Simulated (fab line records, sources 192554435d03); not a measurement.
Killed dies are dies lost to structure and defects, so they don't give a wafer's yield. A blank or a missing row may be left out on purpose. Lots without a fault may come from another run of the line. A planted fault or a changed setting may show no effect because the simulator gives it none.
Chamber matching | flow n5_finfet | N5_BEOL_M6_STRIP_67 on rie_diel-02: 4 sister chambers
The step strips in CF4. 16 wafers are shown with their chamber, then 8 later ones without.

WAFERS WITH THEIR CHAMBER
wafer  | chamber | drypump_motor_current_A (A) | throttle_valve_pct (%) | showerhead_plenum_p_Torr (Torr)
L078.1 | 3       | 6.4                         | 13.5                   | 1.72
L078.3 | 0       | 6.1                         | 12.9                   | 1.89
L078.5 | 1       | 5.5                         | 14.0                   | 1.77
L074.2 | 3       | 6.3                         | 13.5                   | 1.72
L074.3 | 0       | 6.1                         | 12.9                   | 1.88
L074.4 | 0       | 6.1                         | 13.0                   | 1.88
L080.2 | 0       | 6.1                         | 12.9                   | 1.88
L080.4 | 3       | 6.3                         | 13.5                   | 1.71
L080.6 | 2       | 5.2                         | 13.3                   | 1.78
L079.3 | 3       | 6.3                         | 13.5                   | 1.71
L079.4 | 1       | 5.5                         | 14.0                   | 1.76
L079.6 | 2       | 5.2                         | 13.3                   | 1.78
L083.1 | 2       | 5.2                         | 13.3                   | 1.78
L083.2 | 1       | 5.4                         | 14.1                   | 1.76
L083.6 | 2       | 5.2                         | 13.3                   | 1.78
L088.3 | 3       | 6.3                         | 13.5                   | 1.71

SIGNATURES (means of the wafers above)
reading                  | chamber 0 | chamber 1 | chamber 2 | chamber 3 | scatter within a chamber
drypump_motor_current_A  | 6.100     | 5.467     | 5.200     | 6.320     | 0.035
throttle_valve_pct       | 12.925    | 14.033    | 13.300    | 13.500    | 0.0344
showerhead_plenum_p_Torr | 1.8825    | 1.7633    | 1.7800    | 1.7140    | 0.00467
Rule: a wafer's distance from a chamber is the root of the sum, over the readings, of the square of ((its reading less the chamber's mean) divided by the reading's scatter). The wafer belongs to the nearest chamber; if the next one is less than 2 further off, it can't be placed. The scatter: the root of (the sum of the squares of (reading less its chamber's mean) over the shown wafers, divided by (wafers less chambers)).

WAFERS WITHOUT THEIR CHAMBER
wafer  | drypump_motor_current_A (A) | throttle_valve_pct (%) | showerhead_plenum_p_Torr (Torr)
L088.5 | 6.3                         | 13.5                   | 1.71
L088.6 | 6.1                         | 13.0                   | 1.88
L095.1 | 5.5                         | 13.6                   | 1.75
L095.2 | 5.2                         | 13.4                   | 1.77
L095.3 | 6.1                         | 13.1                   | 1.87
L095.4 | 5.1                         | 13.4                   | 1.77
L095.5 | 6.0                         | 13.1                   | 1.87
L095.6 | 5.4                         | 13.6                   | 1.75

WHICH CHAMBER EACH WENT THROUGH
wafer  | from the rows above     | in truth
L088.5 | 3                       | 3
L088.6 | 0                       | 0
L095.1 | can't be placed: 1 or 2 | 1
L095.2 | 2                       | 2
L095.3 | 0                       | 0
L095.4 | 2                       | 2
L095.5 | 0                       | 0
L095.6 | can't be placed: 2 or 1 | 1
Placed correctly: 6 of 8. Can't be placed from these rows: 2 (the true chamber is among the candidates in 2). Placed wrongly: 0.
